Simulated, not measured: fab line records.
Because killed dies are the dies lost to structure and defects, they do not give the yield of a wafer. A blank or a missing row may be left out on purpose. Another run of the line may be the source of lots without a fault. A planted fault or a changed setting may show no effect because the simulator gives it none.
One fault through the eyes of 3 desks ; flow n5 finfet ; every desk sees just its own numbers, and what lay behind them comes last
Where a reading is given only as a bound, like >300, the bound stands for it, and a mean or a difference that rests on one is marked > or <: the true number lies beyond.

== METROLOGY DESK ==
Means of the sampled wafers that have a number, per lot and without regard to the tool the lot ran on: this is what the gauges read. The brackets show how far a lot's mean lies from the usual mean; more than 4 standard deviations puts the lot out of limits, marked OUT. It has 10 readings; the 7 that lie furthest out on some lot are the ones shown.
Columns: A = DIBL_P at N5_BEOL_M4_RC_MEAS_101, usual 37.1 mV/V; B = IOFF_N at N5_BEOL_M4_RC_MEAS_101, usual 0.17 nA/um; C = IOFF_P at N5_BEOL_M4_RC_MEAS_101, usual 0.23 nA/um; D = ION_N at N5_BEOL_M4_RC_MEAS_101, usual 673 uA/um; E = ION_P at N5_BEOL_M4_RC_MEAS_101, usual 462 uA/um; F = SS_P at N5_BEOL_M4_RC_MEAS_101, usual 73.6 mV/dec; G = VT_P at N5_BEOL_M4_RC_MEAS_101, usual -249.7 mV
lot;first seen here;A;B;C;D;E;F;G
L494;day 11 11:01;36.6;0.15;0.21;669;462;73.4;-251.5
L498;day 12 03:14;35.8;0.15;0.20;663;459;72.6;-251.8
L497;day 12 08:23;37.7;0.17;0.22;672;459;73.5;-250.5
L503;day 13 14:15;33.8;0.13;0.18;653;450;72.7;-253.6
Result from this desk: across the 4 lots, nothing is out of limits.

== DESK OF THE TOOL OWNER: rie si-06 ==
The tool's own readings at N5_BEOL_M0_SAQP_ETCH_102 (etches SiO2 in CF4, target depth 4 nm, time 4.4 s): means of the sampled wafers that have a number, for each lot that ran on this tool. The brackets show how far a lot's mean lies from the usual mean; more than 4 standard deviations puts the lot out of limits, marked OUT.
Columns: A = drypump motor current A at N5_BEOL_M0_SAQP_ETCH_102, usual 5.4 A; B = oes product au at N5_BEOL_M0_SAQP_ETCH_102, usual 0.992 a.u.; C = throttle valve pct at N5_BEOL_M0_SAQP_ETCH_102, usual 21.7 %
lot;first seen here;A;B;C
L494;day 9 01:35;5.0;1.011;22.0
L497;day 9 16:05;5.2;1.017;21.9
L498;day 9 20:13;5.1;1.014;21.7
Result from this desk: across the 3 lots, nothing is out of limits.

== THE DEFECT DESK ==
What the inspections along the route counted, lot by lot: means of the sampled wafers that have a number. The brackets show how far a lot's mean lies from the usual mean; more than 4 standard deviations puts the lot out of limits, marked OUT.
Columns: A = raw defect count at N5_BEOL_M0_SAQP_INSPECT_42, usual 291; B = raw defect count at N5_BEOL_M0_CUTY_INSPECT_59, usual 2.0
lot;first seen here;A;B
L494;day 9 03:36;204;1.3
L497;day 9 18:14;1128 (+10) OUT;>300 (+99 or more) OUT
L498;day 9 22:34;1064 (+9.7) OUT;>300 (+99 or more) OUT
L503;day 11 04:25;198;4.3
This desk's finding: out of limits on L497, L498; first on L497, day 9 18:14 (raw defect count at N5_BEOL_M0_SAQP_INSPECT_42). In limits: L494, L503.

== PUT TOGETHER ==
The defect desk could have raised an alarm at day 9 18:14, on L497, L498.
From the metrology desk's view, nothing was out of limits.
The desk of the tool owner found nothing out of limits.
The metrology desk holds a record of L497, L498, inside its limits.
The tool owner's desk has L497, L498 on record, within its limits.
All the named lots went through N5_BEOL_M0_SAQP_ETCH_102 on rie si-06.

== WHAT WAS PUT IN BY THE SIMULATOR ==
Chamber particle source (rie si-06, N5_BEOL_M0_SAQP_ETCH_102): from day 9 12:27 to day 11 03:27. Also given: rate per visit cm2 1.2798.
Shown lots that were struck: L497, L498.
Hours from the fault's start to each desk's first reading out of limits: the defect desk, 6.
